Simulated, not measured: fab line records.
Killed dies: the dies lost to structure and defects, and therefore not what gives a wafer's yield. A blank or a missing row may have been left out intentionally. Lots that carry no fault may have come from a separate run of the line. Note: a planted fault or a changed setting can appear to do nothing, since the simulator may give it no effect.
Struck lot and sound lot, side by side ; flow n5_finfet ; 19 steps out of a route of 1938
Sound: the wafers L804.3, L804.5, L804.6. Wafers L808.1, L808.3, L808.4 were the ones struck. Last of all comes the cause.
Per side, at each step with rows, come the tool, then ch with its chambers, and then its first start. Under that, the readings that differ: sound wafers ; struck wafers ; difference of the means ; sigmas: that difference in standard deviations of wafers without a fault.
alike: readings whose means differ by less than 2 such deviations, and words and numbers that are the same on both sides. not compared: withheld readings, readings that some wafer has no value for, bounds like >300 that may hide the same value, and numbers for which the record gives no deviation and whose values overlap.
The two part at a step that has a row with sigmas, a row that says differs or no value, or rows on one side only. Numbers that don't overlap but have no deviation are shown without sigmas and don't part them. A reading that every wafer of one side lacks parts them only if that side has two wafers or more.

N5_BEOL_M15_DESCUM_33: chemistry O2, time 7.9 s.
  sound on rie_diel-01 ch 1,2,3, day 13 06:14; struck on rie_diel-05 ch 1,2,3, day 14 16:20
reading;sound;struck;difference;sigmas
rf_vpp_V (V);245.7 243.6 245.1;241.1 243.1 240.1;-3.4;-2
  alike: drypump_motor_current_A, oes_product_au, showerhead_plenum_p_Torr, throttle_valve_pct
  not compared: rf_hours_counter_h
N5_BEOL_M15_ETCH_61: etches BARC in N2/H2, target depth 89 nm, overetch 26.7 nm, time 67.9 s.
  sound on rie_diel-01 ch 1,2,3, day 13 06:17; struck on rie_diel-05 ch 1,2,3, day 14 16:22
  alike: drypump_motor_current_A, oes_product_au, rf_vpp_V, showerhead_plenum_p_Torr, throttle_valve_pct
  not compared: rf_hours_counter_h
then, 1 step without rows for these wafers: N5_BEOL_M15_TRENCH_ETCH_34 (etches SiO2 in C4F8/O2/Ar, target depth 872.93 nm, time 199 s).
N5_BEOL_M15_STRIP_36: strips in O2.
  sound on rie_diel-05 ch 0,1, day 13 09:52; struck on rie_diel-05 ch 0,2,3, day 14 17:01
  alike: drypump_motor_current_A, oes_product_au, rf_vpp_V, showerhead_plenum_p_Torr, throttle_valve_pct
  not compared: rf_hours_counter_h
then, 5 steps without rows for these wafers: N5_BEOL_M15_STRIP_62 (strips in O2); N5_BEOL_M15_STRIP_37 (strips in O2); N5_BEOL_M15_ETCH_38 (etches SiCN in CF4/N2, target depth 106.4 nm, time 120.5 s); N5_BEOL_M15_PRECLEAN_39 (cleans in residue remover, time 60 s); N5_BEOL_M15_SRD_40 (time 30 s, dry time 30 s).
N5_BEOL_M15_DEGAS_41: time 60 s.
  struck on pvd_sputter-02, day 14 17:49; sound on pvd_sputter-02, day 13 10:25
  alike: heater_power_w
then, 1 step without rows for these wafers: N5_BEOL_M15_PRE_CLEAN_42 (time 30 s).
N5_BEOL_M15_SPUTTER_43: material TaN, target thk 15 nm, time 24.19 s.
  struck on pvd_sputter-02, day 14 18:13; sound on pvd_sputter-02, day 13 10:30
  alike: bias_v, throttle_valve_pct
then, 3 steps without rows for these wafers: N5_BEOL_M15_SPUTTER_44 (material Ta, target thk 15 nm, time 24.19 s); N5_BEOL_M15_SPUTTER_45 (material Cu, target thk 100 nm, time 16.67 s); N5_BEOL_M15_ECD_47 (material Cu, target thk 1860 nm).
N5_BEOL_M15_ANNEAL_48: time 90 s.
  sound on rtp_anneal-02 ch 0, day 13 11:23; struck on rtp_anneal-02 ch 0, day 14 19:07
  alike: anneal_temp_c, wafer_temp_C_max
N5_BEOL_M15_CMP_49: polishes, stops on SiO2, t overpolish 4.9 s, target thk 850 nm.
  sound on cmp-02 ch 1,2, day 13 11:36; struck on cmp-02 ch 1,2,3, day 14 19:32
reading;sound;struck;difference;sigmas
barrier_field_endpoint_s (s);11.31 11.41 11.29;16.96 16.95 17.40;+5.77;+29
retaining_ring_pressure_frac;1.008 1.004 1.013;1.000 0.999 0.995;-0.010;-2
  alike: motor_current_A, overpolish_run_s
  not compared: pad_life_wafers
N5_BEOL_M15_THK_MEAS_50: measures by xrf.
  struck on film_metro-01, day 14 19:49; sound on film_metro-02, day 13 11:54
  alike: M15_THK
N5_PASSIVATION_PROBE_49:
  struck on prober-01, day 15 09:38; sound on prober-02, day 14 03:20
  alike: defect_limited_yield, killed_at_M0_to_M3, killed_at_M4_up, killed_at_contacts, killed_at_front_end, killed_at_other, killed_dies, killed_open, killed_short, sort_bin_5_function, sort_bin_6_memory, sort_bin_8_speed, sort_n_pass, sort_yield_pct

## WHERE THEY PART
Last at N5_BEOL_M15_CMP_49 as far as this record goes, first at N5_BEOL_M15_DESCUM_33. Later steps at which nothing parts them and some readings are alike: N5_BEOL_M15_THK_MEAS_50, N5_PASSIVATION_PROBE_49.

WHY: what the simulator had put in
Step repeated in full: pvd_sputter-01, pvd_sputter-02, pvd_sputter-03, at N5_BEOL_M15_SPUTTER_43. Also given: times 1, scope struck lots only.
